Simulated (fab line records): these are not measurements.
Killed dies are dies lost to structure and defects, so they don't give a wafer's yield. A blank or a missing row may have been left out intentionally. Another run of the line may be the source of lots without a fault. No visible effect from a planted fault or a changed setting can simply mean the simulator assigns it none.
Which tool is to blame? | flow n5 finfet | Sampling: 22 lots, 66 wafers, 2 of 1938 route steps

## WHAT EACH GAUGE READ, for each wafer
N5_BEOL_M8_THK_MEAS_53: measures by xrf. Usual: for M8_THK the level is 79.5 nm and the standard deviation is 2.7.
lot  | measured     | on            | M8_THK (nm)    | flag
L074 | day 9 13:29  | film metro-01 | 77.3 77.1 76.8 |
L075 | day 9 21:24  | film metro-02 | 79.2 79.4 79.8 |
L076 | day 10 06:43 | film metro-01 | 78.5 76.0 77.0 |
L077 | day 10 10:15 | film metro-01 | 78.7 77.7 77.7 |
L078 | day 10 10:15 | film metro-02 | 78.5 80.3 79.5 |
L079 | day 11 04:37 | film metro-01 | 76.9 77.1 78.9 |
L081 | day 11 16:08 | film metro-01 | 83.5 79.2 83.9 |
L083 | day 11 19:27 | film metro-02 | 78.8 81.0 80.6 |
L082 | day 12 16:15 | film metro-01 | 79.0 79.9 79.8 |
L085 | day 13 00:41 | film metro-01 | 77.6 84.6 83.7 |
L086 | day 13 08:46 | film metro-01 | 78.1 77.6 82.1 |
L088 | day 13 08:30 | film metro-02 | 77.2 85.7 84.5 |
L089 | day 13 10:49 | film metro-01 | 83.6 80.5 77.2 |
L087 | day 13 11:02 | film metro-01 | 84.4 83.4 78.6 |
L084 | day 13 11:33 | film metro-02 | 82.6 77.1 75.9 |
L092 | day 14 16:17 | film metro-01 | 78.0 84.9 78.9 |
L091 | day 14 16:50 | film metro-02 | 81.5 82.8 77.5 |
L093 | day 14 22:59 | film metro-02 | 82.0 77.4 74.3 |
L094 | day 15 14:46 | film metro-02 | 78.7 79.1 77.0 |
L095 | day 15 15:02 | film metro-01 | 83.8 79.8 77.3 |
L096 | day 15 18:28 | film metro-01 | 79.7 78.2 82.9 |
L097 | day 15 21:31 | film metro-01 | 79.1 76.4 76.4 |

## TOOL THAT RAN EACH LOT (tool first, then ch and the chambers of the sampled wafers, then the start)
lot  | N5_BEOL_M8_ETCH_72
L074 | rie diel-01 ch 0,1,3, day 9 10:29
L075 | rie diel-05 ch 0,1, day 9 18:48
L076 | rie diel-05 ch 0,1,3, day 10 03:00
L077 | rie diel-01 ch 2,3, day 10 06:40
L078 | rie diel-03 ch 0,3, day 10 06:59
L079 | rie diel-05 ch 0,1,3, day 11 01:55
L081 | rie diel-01 ch 1,2, day 11 13:41
L083 | rie diel-05 ch 0,1,3, day 11 16:58
L082 | rie diel-05 ch 0,1,3, day 12 12:46
L085 | rie diel-03 ch 0,2, day 12 22:14
L086 | rie diel-03 ch 0,1,2, day 13 05:38
L088 | rie diel-01 ch 1,3, day 13 05:40
L089 | rie diel-01 ch 1,2,3, day 13 07:46
L087 | rie diel-01 ch 1,2,3, day 13 08:14
L084 | rie diel-03 ch 1,3, day 13 08:16
L092 | rie diel-05 ch 0,2,3, day 14 12:58
L091 | rie diel-01 ch 0,1,2, day 14 13:16
L093 | rie diel-03 ch 0,1,3, day 14 19:14
L094 | rie diel-03 ch 0,3, day 15 11:02
L095 | rie diel-05 ch 0,2, day 15 11:06
L096 | rie diel-05 ch 0,2,3, day 15 15:13
L097 | rie diel-03 ch 0,1, day 15 17:29
- N5_BEOL_M8_ETCH_72: etches underlayer in N2/H2, target depth 6.5 nm, time 5.2 s.

## AS READ BY THE TOOLS THEMSELVES (means over the sampled wafers that have a number; for cases with no such wafer, the mark the record gives instead)
N5_BEOL_M8_ETCH_72. Usual: value, then standard deviation, for each; drypump motor current A 5.5 A / 0.45; etch rf on time s 5.21 s / 0.17; h2 flow sccm 199.9 sccm / 0.59; oes product au 0.69 a.u. / 0.071; rf vpp V 524.7 V / 2.8; showerhead plenum p Torr 2.56 Torr / 0.097; throttle valve pct 17.7 % / 0.35.
lot  | tool        | drypump motor current A (A) | etch rf on time s (s) | h2 flow sccm (sccm) | oes product au (a.u.) | rf vpp V (V) | showerhead plenum p Torr (Torr) | throttle valve pct (%) | flag
L074 | rie diel-01 | 5.5                         | 5.32                  | 199.8               | 0.67                  | 524.3        | 2.59                            | 17.9                   |
L075 | rie diel-05 | 5.0                         | 5.18                  | 199.8               | 0.71                  | 524.6        | 2.54                            | 17.6                   |
L076 | rie diel-05 | 5.5                         | 5.14                  | 200.2               | 0.72                  | 522.9        | 2.49                            | 17.5                   |
L077 | rie diel-01 | 5.7                         | 5.23                  | 199.6               | 0.70                  | 524.4        | 2.59                            | 17.6                   |
L078 | rie diel-03 | 5.4                         | 5.42                  | 199.9               | 0.64                  | 525.7        | 2.57                            | 17.9                   |
L079 | rie diel-05 | 5.5                         | 5.20                  | 199.3               | 0.70                  | 522.8        | 2.49                            | 17.5                   |
L081 | rie diel-01 | 5.6                         | 5.19                  | 199.8               | 0.71                  | 527.0        | 2.66                            | 18.0                   |
L083 | rie diel-05 | 5.5                         | 5.26                  | 199.5               | 0.70                  | 523.4        | 2.49                            | 17.5                   |
L082 | rie diel-05 | 5.5                         | 5.17                  | 199.9               | 0.69                  | 521.7        | 2.49                            | 17.5                   |
L085 | rie diel-03 | 5.8                         | 5.15                  | 199.7               | 0.67                  | 525.7        | 2.58                            | 17.8                   |
L086 | rie diel-03 | 5.5                         | 5.18                  | 200.3               | 0.68                  | 525.1        | 2.59                            | 17.9                   |
L088 | rie diel-01 | 5.2                         | 5.05                  | 200.7               | 0.75                  | 525.1        | 2.59                            | 17.9                   |
L089 | rie diel-01 | 5.5                         | 5.14                  | 199.7               | 0.73                  | 525.9        | 2.61                            | 17.8                   |
L087 | rie diel-01 | 5.5                         | 5.20                  | 200.2               | 0.72                  | 524.7        | 2.61                            | 17.8                   |
L084 | rie diel-03 | 5.3                         | 5.30                  | 200.1               | 0.68                  | 527.3        | 2.66                            | 17.7                   |
L092 | rie diel-05 | 5.6                         | 5.11                  | 199.8               | 0.76                  | 522.1        | 2.50                            | 17.4                   |
L091 | rie diel-01 | 5.6                         | 5.16                  | 200.8               | 0.74                  | 526.0        | 2.62                            | 17.9                   |
L093 | rie diel-03 | 5.3                         | 5.35                  | 199.8               | 0.64                  | 523.9        | 2.58                            | 18.0                   |
L094 | rie diel-03 | 5.5                         | 5.47                  | 200.9               | 0.59                  | 522.7        | 2.48                            | 18.3                   |
L095 | rie diel-05 | 5.1                         | 5.13                  | 199.6               | 0.73                  | 523.3        | 2.54                            | 17.6                   |
L096 | rie diel-05 | 5.6                         | 5.11                  | 199.6               | 0.74                  | 523.6        | 2.49                            | 17.5                   |
L097 | rie diel-03 | 5.3                         | 5.37                  | 199.2               | 0.61                  | 523.3        | 2.50                            | 18.3                   |

## THE ANSWER, worked out from the rows above alone
Rule: take the mean of a lot's wafers that have a number; if it is more than 3 standard deviations from the usual mean, the lot is off. A lot without any number at a reading at which 4 lots or more have one is off too. Any other lot the step has rows for is counted as sound. Order of review: gauges by route order, followed by the tools' own readings, for which a lot's mean as printed above is used. The first step at which some lot is off is used, and at that step the reading that is off furthest; a lot without a number counts as furthest.
No lot is off at any reading shown: from this, nothing can be told.

## WHAT HAD BEEN PUT IN BY THE SIMULATOR
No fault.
